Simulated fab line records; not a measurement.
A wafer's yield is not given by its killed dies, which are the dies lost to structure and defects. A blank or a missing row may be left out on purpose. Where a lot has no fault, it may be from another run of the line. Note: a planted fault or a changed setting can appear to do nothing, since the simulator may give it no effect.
A lot that was struck, set against a sound lot / flow n5_finfet / 40 out of 1938 route steps
Sound: these wafers, L832.2, L832.4, L832.6. Struck: wafer L843.4 (left out: L843.2, L843.6 of the same lot, which were not struck); the cause appears at the end.
At each step with rows: each side's tool, then ch and its chambers, then its first start. Under that, the readings that differ: sound wafers / struck wafers / difference of the means / sigmas: that difference in standard deviations of wafers without a fault.
alike: readings with means less than 2 such deviations apart, plus words and numbers identical on both sides. not compared: withheld readings, readings lacking a value on some wafer, bounds such as >300 that could conceal the same value, and numbers that have no deviation in the record and whose values overlap.
A row with sigmas, a row that says differs or no value, or rows on one side alone: a step with any of these is where the two part. Numbers that have no deviation but don't overlap get no sigmas and don't part them. A reading missing from all wafers of one side parts the sides only when that side holds two or more wafers.

first, 9 steps without rows for these wafers: N5_BEOL_M4_ANNEAL_95 (time 240 s); N5_BEOL_M4_SPUTTER_96 (material Cu, target thk 4.5 nm, time 8.29 s); N5_BEOL_M4_ECD_50 (material Cu, target thk 300 nm); N5_BEOL_M4_ANNEAL_51 (time 90 s); N5_BEOL_M4_CMP_52 (polishes, stops on SiOC, t overpolish 6.8 s, target thk 40 nm); N5_BEOL_M4_PRE_CLEAN_60 (time 15 s); N5_BEOL_M4_CO_CAP_55 (material Co, precursor CCTBA/H2, target thk 2 nm, time 102.1 s); N5_BEOL_M4_PRE_CLEAN_56 (time 15 s); N5_BEOL_M4_DEP_57 (deposits SiCN from 3MS/NH3, target thk 8 nm, time 14 s).
N5_BEOL_M4_RC_MEAS_101:
  sound on prober-01 ch 0, day 7 22:22; struck on prober-02 ch 0, day 11 05:19
reading=ION_P (uA/um); sound=483 460 481; struck=452; difference=-23; sigmas=-3
reading=VT_P (mV); sound=-246 -249 -246; struck=-256; difference=-9; sigmas=-2
  alike: DIBL_N, DIBL_P, IOFF_N, IOFF_P, ION_N, SS_N, SS_P, VT_N
then, 24 steps without rows for these wafers: N5_BEOL_M5_ILD_DEP_00 (deposits SiCOH lowk from DEMS/porogen, target thk 140.64 nm, time 25.9 s); N5_BEOL_M5_CURE_79 (cures SiCOH lowk, time 240 s); N5_BEOL_M5_PECVD_70 (deposits SiO2 from TEOS/O2, target thk 16 nm, time 18 s); N5_BEOL_M5_HM_DEP_02 (deposits TiN, target thk 20 nm); N5_BEOL_M5_COAT_59 (time 60 s, resist thk 60 nm); N5_BEOL_M5_COAT_60 (time 60 s, resist thk 12 nm); N5_BEOL_M5_COAT_71 (time 60 s, resist thk 5 nm); N5_BEOL_M5_COAT_05 (resist thk 30 nm); N5_BEOL_M5_EBR_07; N5_BEOL_M5_SOFTBAKE_06 (time 60 s); N5_BEOL_M5_EXPOSE_08 (exposes mask M5, target cd 28 nm); N5_BEOL_M5_PEB_09 (peb time 60 s); N5_BEOL_M5_DEVELOP_10 (develop time 30 s); N5_BEOL_M5_DESCUM_16 (chemistry O2, time 7 s); N5_BEOL_M5_ETCH_72 (etches underlayer in N2/H2, target depth 6.5 nm, time 5.2 s); N5_BEOL_M5_ETCH_61 (etches SiARC in CF4, target depth 15.6 nm, time 26 s); N5_BEOL_M5_ETCH_62 (etches SOC in N2/H2, target depth 75 nm, overetch 15 nm, time 112.5 s); N5_BEOL_M5_STRIP_63 (strips in N2/H2); N5_BEOL_M5_STRIP_73 (strips in N2/H2); N5_BEOL_M5_STRIP_64 (strips in CF4); N5_BEOL_M5_HM_OPEN_17 (chemistry Cl2/BCl3, target TiN, target depth 20 nm, overetch 6 nm); N5_BEOL_M5_STRIP_19 (strips in O2); N5_BEOL_M5_COAT_65 (time 60 s, resist thk 60 nm); N5_BEOL_M5_COAT_66 (time 60 s, resist thk 12 nm).
-- the record jumps here: 3 days lie between the struck wafers' starts before and after (it left off in module BEOL_M5 and takes up again in module BEOL_M14, whose first step shown is number 1716 of the route) --
N5_BEOL_M14_ILD_DEP_00: deposits SiO2 from TEOS/O2, target thk 1119.3 nm, time 237.4 s.
  sound on pecvd-04 ch 0,1,2, day 10 19:55; struck on pecvd-04 ch 0, day 14 16:03
reading=run_length_s (s); sound=280.0 280.2 279.3; struck=122.1; difference=-157.7; sigmas=-99 or more
reading=model.SiO2_of_BEOL_M14_ILD_DEP_00.thk_nm (nm); sound=1072 1102 1122; struck=347.6; difference=-751.1; sigmas=
  alike: heater_power_w, showerhead_plenum_p_Torr, throttle_valve_pct
  not compared: rf_fwd_power_W, since_wet_clean_h, susceptor_temp_C
N5_BEOL_M14_THK_MEAS_01:
  sound on film_metro-02 at day 10 20:06; struck on film_metro-02 at day 14 16:14
reading=M14_ILD_THK (nm); sound=1072 1102 1121; struck=348; difference=-750; sigmas=-44
N5_BEOL_M14_VIA_ETCH_16: etches SiO2 in C4F8/O2/Ar, target depth 1231.3 nm.
  sound on rie_diel-01 ch 0,1,2, day 10 20:40; struck on rie_diel-01 ch 2, day 14 16:45
reading=rf_fwd_power_W (W); sound=1903 1897 1900; struck=1887; difference=-13; sigmas=-2
reading=model.etch.depth_nm (nm); sound=1072 1102 1122; struck=347.5; difference=-751.2; sigmas=
reading=model.coat_of_BEOL_M14_COAT_04.thk_nm (nm); sound=457.6 454.4 449.6; struck=635.8; difference=+181.9; sigmas=
  alike: drypump_motor_current_A, oes_product_au, rf_vpp_V, showerhead_plenum_p_Torr, throttle_valve_pct
N5_BEOL_M14_CD_MEAS_17: the cd target is 250 nm.
  sound on cd_sem-03 at day 10 21:01; struck on cd_sem-01 at day 14 17:06
reading=cd_nm (nm); sound=252.1 251.7 252.8; struck=245.4; difference=-6.8; sigmas=-4
N5_BEOL_M14_CMP_49: polishes, stops on SiO2, t overpolish 5.2 s, target thk 560 nm.
  sound on cmp-03 ch 1,2,3, day 11 01:10; struck on cmp-03 ch 0, day 14 22:08
reading=model.SiO2_of_BEOL_M14_ILD_DEP_00.thk_nm (nm); sound=991.6 1023 1044; struck=267; difference=-753; sigmas=
  alike: motor_current_A
N5_PASSIVATION_PROBE_49:
  sound on prober-01 at day 11 21:02; struck on prober-01 at day 15 19:24
reading=defect_limited_yield (%); sound=92.9 90.4 93.6; struck=0; difference=-92; sigmas=-62
reading=killed_at_M4_up; sound=8 15 6; struck=1110; difference=+1100; sigmas=+99 or more
reading=killed_dies; sound=84 113 75; struck=1180; difference=+1089; sigmas=+64
reading=killed_on_rim; sound=6 14 6; struck=152; difference=+143; sigmas=+33
reading=sort_n_pass; sound=1096 1067 1105; struck=0; difference=-1089; sigmas=-64
reading=sort_yield_pct (%); sound=92.9 90.4 93.6; struck=0; difference=-92; sigmas=-62
  alike: killed_at_M0_to_M3, killed_at_contacts, killed_at_front_end, killed_at_other, killed_open, killed_short, sort_bin_5_function, sort_bin_6_memory

## WHERE THEY PART
Last at N5_PASSIVATION_PROBE_49 as far as this record goes, first at N5_BEOL_M4_RC_MEAS_101.

WHY: the cause the simulator had injected
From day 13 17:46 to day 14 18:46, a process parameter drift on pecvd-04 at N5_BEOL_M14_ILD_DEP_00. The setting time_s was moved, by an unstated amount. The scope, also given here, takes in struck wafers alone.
